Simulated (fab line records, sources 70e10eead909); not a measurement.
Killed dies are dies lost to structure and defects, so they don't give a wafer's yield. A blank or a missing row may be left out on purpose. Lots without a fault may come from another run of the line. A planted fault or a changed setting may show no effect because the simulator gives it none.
Which tool did it? | flow nand_harc | 13 lots, 37 wafers sampled, at 5 steps of a route of 1159

WHAT THE GAUGES READ, wafer by wafer
NHARC_END_SORT_01. Usual: killed_at_array 29, standard deviation 10; killed_at_other 0.7, standard deviation 1.1; killed_at_periphery 3.3, standard deviation 2.4; killed_dies 33, standard deviation 11; killed_open 3.3, standard deviation 2; killed_short 1.9, standard deviation 1.3.
lot  | measured     | on        | killed_at_array | killed_at_other | killed_at_periphery | killed_dies | killed_open | killed_short | flag
L868 | day 23 12:43 | prober-01 | 32 35 29        | 3 5 1           | 8 6 5               | 43 46 35    | 4 3 3       | 2 2 2        |
L874 | day 24 14:37 | prober-01 | 33              | 0               | 6                   | 39          | 1           | 1            |
L876 | day 24 21:18 | prober-02 | 29 29 39        | 0 1 0           | 1 4 1               | 30 34 40    | 1 3 3       | 0 3 4        |
L878 | day 25 05:05 | prober-02 | 39 31 35        | 0 0 0           | 9 2 2               | 48 33 37    | 7 4 6       | 4 1 2        |

WHICH TOOL RAN EACH LOT (tool, then ch and the chambers of the sampled wafers, then the start)
lot  | NHARC_A_CONTACT_ETCH_138             | NHARC_A_CONTACT_STRIP_26                      | NHARC_A_BLC_EXPOSE_07              | NHARC_A_BLC_ETCH_18
L857 | har_cap_etch-02 ch 0,1, day 17 03:41 | rie_diel-06 ch 0,2,3, day 17 07:14 or earlier | arfi_scanner-02 ch 0, day 17 07:14 | rie_diel-07 ch 0,1,2, no start
L856 | har_cap_etch-03 ch 0,1, day 17 04:52 | rie_diel-06 ch 1,2, day 17 11:22 or earlier   | arfi_scanner-03 ch 0, day 17 11:22 | rie_diel-11 ch 0,1,2, no start
L859 | har_cap_etch-03 ch 0,1, day 17 09:29 | rie_diel-13 ch 0,2,3, day 17 15:52 or earlier | arfi_scanner-02 ch 0, day 17 15:52 | rie_diel-07 ch 1,2,3, no start
L858 | har_cap_etch-02 ch 0,1, day 17 12:52 | rie_diel-06 ch 0,1,2, day 17 16:51 or earlier | arfi_scanner-02 ch 0, day 17 16:51 | rie_diel-11 ch 0,1,3, no start
L861 | har_cap_etch-01 ch 0,1, day 17 15:04 | rie_diel-13 ch 0,2, day 17 18:56 or earlier   | arfi_scanner-01 ch 0, day 17 18:56 | rie_diel-07 ch 0,1,2, no start
L860 | har_cap_etch-03 ch 0,1, day 18 10:26 | rie_diel-01 ch 0,1, day 18 13:57 or earlier   | arfi_scanner-02 ch 0, day 18 13:57 | rie_diel-11 ch 0,2, no start
L863 | har_cap_etch-03 ch 0,1, day 18 22:19 | rie_diel-01 ch 0,2, day 19 02:22 or earlier   | arfi_scanner-03 ch 0, day 19 02:22 | rie_diel-07 ch 1,3, no start
L862 | har_cap_etch-03 ch 0,1, day 19 05:01 | rie_diel-13 ch 0,2,3, day 19 15:28 or earlier | arfi_scanner-01 ch 0, day 19 15:28 | rie_diel-07 ch 1,2,3, no start
L868 | har_cap_etch-01 ch 0,1, day 20 19:02 | rie_diel-13 ch 0,1,2, day 21 04:09 or earlier | arfi_scanner-01 ch 0, day 21 04:09 | rie_diel-07 ch 0,1, day 23 12:43 or earlier
L874 | har_cap_etch-01 ch 1, day 21 22:04   | rie_diel-06 ch 3, day 22 12:05 or earlier     | arfi_scanner-03 ch 0, day 22 12:05 | rie_diel-07 ch 1, day 24 14:37 or earlier
L876 | har_cap_etch-03 ch 0,1, day 22 07:01 | rie_diel-06 ch 1,2, day 22 15:53 or earlier   | arfi_scanner-02 ch 0, day 22 15:53 | rie_diel-11 ch 0,2, day 24 21:18 or earlier
L875 | har_cap_etch-01 ch 0,1, day 22 09:24 | rie_diel-01 ch 0,1,2, day 22 16:38 or earlier | arfi_scanner-01 ch 0, day 22 16:38 | rie_diel-02 ch 0,2,3, no start
L878 | har_cap_etch-02 ch 0,1, day 22 19:55 | rie_diel-13 ch 0,2,3, day 23 01:28 or earlier | arfi_scanner-02 ch 0, day 23 01:28 | rie_diel-07 ch 0,1,3, day 25 05:05 or earlier
- NHARC_A_CONTACT_ETCH_138: etches the open film in C4F8/O2/Ar, time 132 s, target depth 1289 nm.
- NHARC_A_CONTACT_STRIP_26: strips in O2.
- NHARC_A_BLC_EXPOSE_07: exposes mask A BLC, target cd 100 nm.
- NHARC_A_BLC_ETCH_18: etches the open film in C4F8/O2/Ar, target depth 910 nm.

WHAT THE TOOLS THEMSELVES READ (means of the sampled wafers that have a number; where no wafer has one, the mark that the record gives instead)
NHARC_A_CONTACT_ETCH_138. Usual: oes_air_line_au 0.999 a.u., standard deviation 0.022.
lot  | tool            | oes_air_line_au (a.u.) | flag
L857 | har_cap_etch-02 | 1.014                  |
L856 | har_cap_etch-03 | 0.997                  |
L859 | har_cap_etch-03 | 1.021                  |
L858 | har_cap_etch-02 | 1.013                  |
L861 | har_cap_etch-01 | 0.986                  |
L860 | har_cap_etch-03 | 0.973                  |
L863 | har_cap_etch-03 | 0.996                  |
L862 | har_cap_etch-03 | 0.993                  |
L868 | har_cap_etch-01 | 0.996                  |
L874 | har_cap_etch-01 | 1.015                  |
L876 | har_cap_etch-03 | 1.009                  |
L875 | har_cap_etch-01 | 0.991                  |
L878 | har_cap_etch-02 | 1.000                  |

NHARC_A_CONTACT_STRIP_26. Usual: drypump_motor_current_A 5.7 A, standard deviation 0.41; oes_product_au 1.001 a.u., standard deviation 0.013; rf_vpp_V 57.8 V, standard deviation 0.92; showerhead_plenum_p_Torr 3.53 Torr, standard deviation 0.12; throttle_valve_pct 17.036 %, standard deviation 0.0091.
lot  | tool        | drypump_motor_current_A (A) | oes_product_au (a.u.) | rf_vpp_V (V) | showerhead_plenum_p_Torr (Torr) | throttle_valve_pct (%) | flag
L857 | rie_diel-06 | 6.0                         | 1.001                 | 57.5         | 3.47                            | 17.043                 |
L856 | rie_diel-06 | 5.4                         | 0.992                 | 58.3         | 3.47                            | 17.046                 |
L859 | rie_diel-13 | 5.8                         | 0.998                 | 57.9         | 3.44                            | 17.038                 |
L858 | rie_diel-06 | 5.6                         | 0.993                 | 57.5         | 3.48                            | 17.042                 |
L861 | rie_diel-13 | 5.8                         | 1.011                 | 57.2         | 3.42                            | 17.023                 |
L860 | rie_diel-01 | 5.3                         | 1.013                 | 57.8         | 3.49                            | 17.043                 |
L863 | rie_diel-01 | 5.4                         | 1.012                 | 58.0         | 3.60                            | 17.028                 |
L862 | rie_diel-13 | 5.8                         | 1.002                 | 57.8         | 3.43                            | 17.039                 |
L868 | rie_diel-13 | 5.7                         | 0.998                 | 57.3         | 3.65                            | 17.037                 |
L874 | rie_diel-06 | 6.4                         | 0.993                 | 58.0         | 3.43                            | 17.042                 |
L876 | rie_diel-06 | 5.7                         | 1.009                 | 57.9         | 3.45                            | 17.033                 |
L875 | rie_diel-01 | 5.4                         | 1.015                 | 58.3         | 3.53                            | 17.042                 |
L878 | rie_diel-13 | 5.8                         | 1.001                 | 57.9         | 3.60                            | 17.035                 |

NHARC_A_BLC_EXPOSE_07. Usual: exposure_dose_mJ_cm2 67.95, standard deviation 0.072.
lot  | tool            | exposure_dose_mJ_cm2 | flag
L857 | arfi_scanner-02 | 67.90                |
L856 | arfi_scanner-03 | 67.99                |
L859 | arfi_scanner-02 | 67.87                |
L858 | arfi_scanner-02 | 67.91                |
L861 | arfi_scanner-01 | 67.98                |
L860 | arfi_scanner-02 | 67.99                |
L863 | arfi_scanner-03 | 67.96                |
L862 | arfi_scanner-01 | 68.02                |
L868 | arfi_scanner-01 | 67.91                |
L874 | arfi_scanner-03 | 68.33                | OFF
L876 | arfi_scanner-02 | 67.91                |
L875 | arfi_scanner-01 | 67.98                |
L878 | arfi_scanner-02 | 67.97                |

NHARC_A_BLC_ETCH_18. Usual: oes_product_au 0.953 a.u., standard deviation 0.023; rf_fwd_power_W 598.8 W, standard deviation 1.8; rf_vpp_V 977 V, standard deviation 5.6.
lot  | tool        | oes_product_au (a.u.) | rf_fwd_power_W (W) | rf_vpp_V (V) | flag
L857 | rie_diel-07 | 0.982                 | 598.1              | 977          |
L856 | rie_diel-11 | 0.963                 | 598.1              | 980          |
L859 | rie_diel-07 | 0.973                 | 598.1              | 975          |
L858 | rie_diel-11 | 0.937                 | 599.4              | 978          |
L861 | rie_diel-07 | 0.927                 | 599.7              | 976          |
L860 | rie_diel-11 | 0.965                 | 599.5              | 980          |
L863 | rie_diel-07 | 0.971                 | 599.6              | 973          |
L862 | rie_diel-07 | 0.966                 | 598.8              | 975          |
L868 | rie_diel-07 | 0.960                 | 600.0              | 975          |
L874 | rie_diel-07 | 0.955                 | 596.6              | 971          |
L876 | rie_diel-11 | 0.963                 | 597.3              | 978          |
L875 | rie_diel-02 | 0.945                 | 598.8              | 970          |
L878 | rie_diel-07 | 0.951                 | 599.4              | 978          |

THE ANSWER, worked out from the rows above alone
Rule: a lot is off if the mean of its wafers that have a number lies more than 3 standard deviations from the usual mean. A lot without any number at a reading at which 4 lots or more have one is off too. The other lots that the step has rows for count as sound. The gauges are gone through in route order, then the tools' own readings, and for those a lot's mean is taken as printed above. The first step at which some lot is off is used, and at that step the reading that is off furthest; a lot without a number counts as furthest.
Off: L874, at NHARC_A_BLC_EXPOSE_07 (exposure_dose_mJ_cm2).
A tool fits if, at that step or a process step before it, it ran every lot that is off, and no sound lot after the first of them. NHARC_A_CONTACT_STRIP_26 gives no start for some lots, so the hours and the order of its lots are those of NHARC_A_BLC_EXPOSE_07. One fits: arfi_scanner-03 at NHARC_A_BLC_EXPOSE_07. Its last sound lot is L863 (day 19 02:22), its first lot that is off L874 (day 22 12:05): a fault that began between those two fits.
The tool's own readings at NHARC_A_BLC_EXPOSE_07 bear it out: on the lots that are off they differ by more than 5 times the standard deviation of the sound lots' means. exposure_dose_mJ_cm2 reads 68.33 there against 67.95 on the sound lots.

WHAT THE SIMULATOR HAD PUT IN
Process parameter drift: arfi_scanner-03, from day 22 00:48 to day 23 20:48, at NHARC_A_BLC_EXPOSE_07. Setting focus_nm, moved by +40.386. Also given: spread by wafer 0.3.
Lots struck among those shown: L874. The rule above found the same.
